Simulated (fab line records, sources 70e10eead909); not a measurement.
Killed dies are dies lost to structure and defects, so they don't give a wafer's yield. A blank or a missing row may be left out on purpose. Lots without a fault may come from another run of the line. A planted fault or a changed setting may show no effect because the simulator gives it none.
Chamber matching | flow nand_harc | NHARC_A_SGD_CUT_ETCH_58 on rie_diel-08: 4 sister chambers
The step etches the open film in CF4, target depth 39 nm, time 65 s. 22 wafers are shown with their chamber, then 11 later ones without.

WAFERS WITH THEIR CHAMBER
wafer  | chamber | drypump_motor_current_A (A) | oes_product_au (a.u.) | rf_vpp_V (V)
L664.2 | 2       | 6.3                         | 0.997                 | 149.5
L664.3 | 0       | 5.8                         | 0.998                 | 151.3
L664.5 | 0       | 5.8                         | 0.992                 | 151.4
L666.3 | 3       | 5.9                         | 1.011                 | 153.5
L666.5 | 0       | 5.8                         | 1.010                 | 152.3
L666.6 | 3       | 5.9                         | 1.005                 | 151.4
L669.2 | 1       | 5.6                         | 0.981                 | 152.8
L669.3 | 0       | 5.8                         | 0.989                 | 151.8
L669.5 | 0       | 5.8                         | 0.986                 | 151.0
L670.1 | 3       | 5.9                         | 1.015                 | 152.6
L670.2 | 2       | 6.3                         | 0.993                 | 151.5
L670.4 | 0       | 5.8                         | 0.993                 | 152.1
L673.3 | 2       | 6.3                         | 0.987                 | 149.4
L673.5 | 0       | 5.8                         | 0.994                 | 151.0
L673.6 | 1       | 5.7                         | 0.967                 | 149.6
L674.1 | 3       | 5.9                         | 1.017                 | 151.5
L674.3 | 1       | 5.7                         | 0.973                 | 151.5
L674.6 | 2       | 6.3                         | 0.989                 | 149.4
L676.2 | 2       | 6.3                         | 0.994                 | 149.8
L676.4 | 1       | 5.7                         | 0.979                 | 152.7
L676.5 | 2       | 6.3                         | 0.992                 | 149.6
L679.1 | 0       | 5.8                         | 1.007                 | 150.3

SIGNATURES (means of the wafers above)
reading                 | chamber 0 | chamber 1 | chamber 2 | chamber 3 | scatter within a chamber
drypump_motor_current_A | 5.800     | 5.675     | 6.300     | 5.900     | 0.0204
oes_product_au          | 0.99612   | 0.97500   | 0.99200   | 1.01200   | 0.00653
rf_vpp_V                | 151.400   | 151.650   | 149.867   | 152.250   | 0.941
Rule: a wafer's distance from a chamber is the root of the sum, over the readings, of the square of ((its reading less the chamber's mean) divided by the reading's scatter). The wafer belongs to the nearest chamber; if the next one is less than 2 further off, it can't be placed. The scatter: the root of (the sum of the squares of (reading less its chamber's mean) over the shown wafers, divided by (wafers less chambers)).

WAFERS WITHOUT THEIR CHAMBER
wafer  | drypump_motor_current_A (A) | oes_product_au (a.u.) | rf_vpp_V (V)
L679.3 | 5.6                         | 0.974                 | 152.1
L679.4 | 5.9                         | 1.022                 | 151.8
L681.2 | 6.3                         | 0.991                 | 151.2
L681.3 | 5.9                         | 1.019                 | 152.0
L681.4 | 5.8                         | 0.992                 | 152.0
L682.1 | 5.7                         | 0.953                 | 151.7
L682.2 | 6.3                         | 1.011                 | 149.3
L682.5 | 5.9                         | 1.032                 | 151.5
L683.1 | 5.8                         | 1.000                 | 152.0
L683.4 | 5.9                         | 1.031                 | 154.3
L683.6 | 5.9                         | 1.021                 | 152.2

WHICH CHAMBER EACH WENT THROUGH
wafer  | from the rows above | in truth
L679.3 | 1                   | 1
L679.4 | 3                   | 3
L681.2 | 2                   | 2
L681.3 | 3                   | 3
L681.4 | 0                   | 0
L682.1 | 1                   | 1
L682.2 | 2                   | 2
L682.5 | 3                   | 3
L683.1 | 0                   | 0
L683.4 | 3                   | 3
L683.6 | 3                   | 3
Placed correctly: 11 of 11. Can't be placed from these rows: 0. Placed wrongly: 0.
